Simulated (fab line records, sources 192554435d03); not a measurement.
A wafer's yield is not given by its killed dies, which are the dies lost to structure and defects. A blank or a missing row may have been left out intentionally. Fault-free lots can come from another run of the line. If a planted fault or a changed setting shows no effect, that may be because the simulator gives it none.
Struck lot and sound lot, side by side -- flow n5_finfet -- 16 steps out of a route of 1938
Sound: wafers L948.1, L948.2, L948.5. Struck: wafers L949.1, L949.3, L949.4. The cause comes at the end.
Per side, at each step with rows, come the tool, then ch with its chambers, and then its first start. Under that, the readings that differ: sound wafers -- struck wafers -- difference of the means -- sigmas: that difference in standard deviations of wafers without a fault.
alike: readings with means less than 2 such deviations apart, plus words and numbers identical on both sides. not compared: withheld readings, readings lacking a value on some wafer, bounds such as >300 that could conceal the same value, and numbers that have no deviation in the record and whose values overlap.
Wherever a step has rows on one side only, a row that says differs or no value, or a row with sigmas, the two part there. When numbers do not overlap yet have no deviation, they are printed without sigmas and do not part them. A reading missing from all wafers of one side parts the sides only when that side holds two or more wafers.

first, 1 step without rows for these wafers: N5_BEOL_M4_SPUTTER_90 (material Cu, target thk 4.5 nm, time 8.29 s).
N5_BEOL_M4_ANNEAL_91: time 240 s.
  sound on pvd_sputter-02, day 12 03:13; struck on pvd_sputter-01, day 12 13:35
  alike: heater_power_w, susceptor_temp_C, susceptor_temp_C_max
then, 2 steps without rows for these wafers: N5_BEOL_M4_SPUTTER_92 (material Cu, target thk 4.5 nm, time 8.29 s); N5_BEOL_M4_ANNEAL_93 (time 240 s).
N5_BEOL_M4_SPUTTER_94: material Cu, target thk 4.5 nm, time 8.29 s.
  sound on pvd_sputter-02, day 12 03:34; struck on pvd_sputter-01, day 12 13:57
  alike: susceptor_temp_C, throttle_valve_pct
then, 1 step without rows for these wafers: N5_BEOL_M4_ANNEAL_95 (time 240 s).
N5_BEOL_M4_SPUTTER_96: material Cu, target thk 4.5 nm, time 8.29 s.
  sound on pvd_sputter-02, day 12 03:47; struck on pvd_sputter-01, day 12 14:10
  alike: susceptor_temp_C, throttle_valve_pct
then, 2 steps without rows for these wafers: N5_BEOL_M4_ECD_50 (material Cu, target thk 300 nm); N5_BEOL_M4_ANNEAL_51 (time 90 s).
N5_BEOL_M4_CMP_52: polishes, stops on SiOC, t overpolish 6.8 s, target thk 40 nm.
  sound on cmp-01 ch 0,2, day 12 04:17; struck on cmp-04 ch 0,1,3, day 12 14:57
  alike: barrier_field_endpoint_s, motor_current_A, overpolish_run_s, slurry_filter_dp_kPa, time_to_endpoint_s
N5_BEOL_M4_THK_MEAS_53: measures by xrf.
  sound on film_metro-01, day 12 04:35; struck on film_metro-01, day 12 15:14
  alike: M4_THK
N5_BEOL_M4_PRE_CLEAN_60: time 15 s.
  sound on cvd_co-01 ch 1,2, day 12 04:37; struck on cvd_co-02 ch 0,2, day 12 15:17
  alike: heater_power_outer_w, heater_power_w
  not compared: susceptor_temp_C
N5_BEOL_M4_CO_CAP_55: material Co, precursor CCTBA/H2, target thk 2 nm, time 102.1 s.
  sound on cvd_co-01 ch 1,2, day 12 04:40; struck on cvd_co-02 ch 0,2, day 12 15:19
reading,sound,struck,difference,sigmas
heater_power_outer_w (W),126 133 129,120 98 98,-24,-2
run_length_s (s),124.8 124.4 124.5,177.2 176.2 175.9,+51.9,+86
model.Co_of_BEOL_M4_CO_CAP_55.thk_nm (nm),2 2.2 2,2.8 3 3.2,+0.9,
  alike: heater_power_w, susceptor_temp_C
then, 1 step without rows for these wafers: N5_BEOL_M4_PRE_CLEAN_56 (time 15 s).
N5_BEOL_M4_RC_MEAS_101:
  sound on prober-01 ch 0, day 12 04:55; struck on prober-02 ch 0, day 12 15:33
reading,sound,struck,difference,sigmas
VT_P (mV),-251 -250 -251,-242 -244 -239,+9,+2
  alike: DIBL_N, DIBL_P, IOFF_N, IOFF_P, ION_N, ION_P, SS_N, SS_P, VT_N
N5_PASSIVATION_PROBE_49:
  sound wafers here have rows in the record (prober-02, day 16 17:05); struck ones have none

WHERE THEY PART
Earliest at N5_BEOL_M4_CO_CAP_55; latest, in this record, at N5_PASSIVATION_PROBE_49.

WHY: whatever the simulator had introduced
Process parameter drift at N5_BEOL_M4_CO_CAP_55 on cvd_co-02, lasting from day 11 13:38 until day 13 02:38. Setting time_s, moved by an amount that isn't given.
